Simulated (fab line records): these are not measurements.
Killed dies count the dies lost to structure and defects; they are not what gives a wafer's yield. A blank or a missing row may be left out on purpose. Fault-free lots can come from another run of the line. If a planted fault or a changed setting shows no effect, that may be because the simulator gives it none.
Chamber matching / flow nand harc / NHARC_P_M2_DEP_33 on pecvd-01 has 3 sister chambers
The step deposits SiCN, target thk 30 nm. 6 wafers are shown with their chamber, then 12 later ones without.

WAFERS WITH THEIR CHAMBER
wafer=L086.4; chamber=0; showerhead vpp V (V)=1345; heater power w (W)=626
wafer=L087.2; chamber=0; showerhead vpp V (V)=1342; heater power w (W)=574
wafer=L087.4; chamber=1; showerhead vpp V (V)=1265; heater power w (W)=623
wafer=L088.1; chamber=1; showerhead vpp V (V)=1255; heater power w (W)=628
wafer=L088.3; chamber=2; showerhead vpp V (V)=1339; heater power w (W)=517
wafer=L088.4; chamber=2; showerhead vpp V (V)=1343; heater power w (W)=505

WAFERS WITH NO CHAMBER GIVEN
wafer=L090.1; showerhead vpp V (V)=1345; heater power w (W)=672
wafer=L090.2; showerhead vpp V (V)=1332; heater power w (W)=574
wafer=L090.4; showerhead vpp V (V)=1318; heater power w (W)=578
wafer=L091.1; showerhead vpp V (V)=1318; heater power w (W)=574
wafer=L091.3; showerhead vpp V (V)=1329; heater power w (W)=634
wafer=L091.5; showerhead vpp V (V)=1327; heater power w (W)=587
wafer=L093.2; showerhead vpp V (V)=1333; heater power w (W)=496
wafer=L093.3; showerhead vpp V (V)=1248; heater power w (W)=705
wafer=L093.5; showerhead vpp V (V)=1250; heater power w (W)=701
wafer=L097.2; showerhead vpp V (V)=1268; heater power w (W)=682
wafer=L097.4; showerhead vpp V (V)=1342; heater power w (W)=646
wafer=L097.5; showerhead vpp V (V)=1305; heater power w (W)=588

CHAMBER TAKEN BY EACH
wafer=L090.1; from the rows above=0; in truth=0
wafer=L090.2; from the rows above=can't be placed: 0 or 2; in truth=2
wafer=L090.4; from the rows above=can't be placed: 0 or 2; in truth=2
wafer=L091.1; from the rows above=can't be placed: 0 or 2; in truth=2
wafer=L091.3; from the rows above=0; in truth=0
wafer=L091.5; from the rows above=can't be placed: 0 or 2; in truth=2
wafer=L093.2; from the rows above=2; in truth=2
wafer=L093.3; from the rows above=1; in truth=1
wafer=L093.5; from the rows above=1; in truth=1
wafer=L097.2; from the rows above=1; in truth=1
wafer=L097.4; from the rows above=0; in truth=0
wafer=L097.5; from the rows above=can't be placed: 0 or 2 or 1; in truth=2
Correct placement for 7 of the 12. From these rows, 5 cannot be placed; in 5 the true chamber is one of the candidates. Placed wrongly: 0.
How it was worked out, from the rows above alone: a wafer's distance from a chamber is the root of the sum, over the readings, of the square of ((its reading less the chamber's mean) divided by the reading's scatter). The wafer belongs to the nearest chamber; if the next one is less than 2 further off, it can't be placed. A chamber's mean is the mean of its shown wafers. The scatter is the square root of a quotient: the sum, over the shown wafers, of each reading's squared deviation from its chamber's mean, divided by wafers minus chambers.
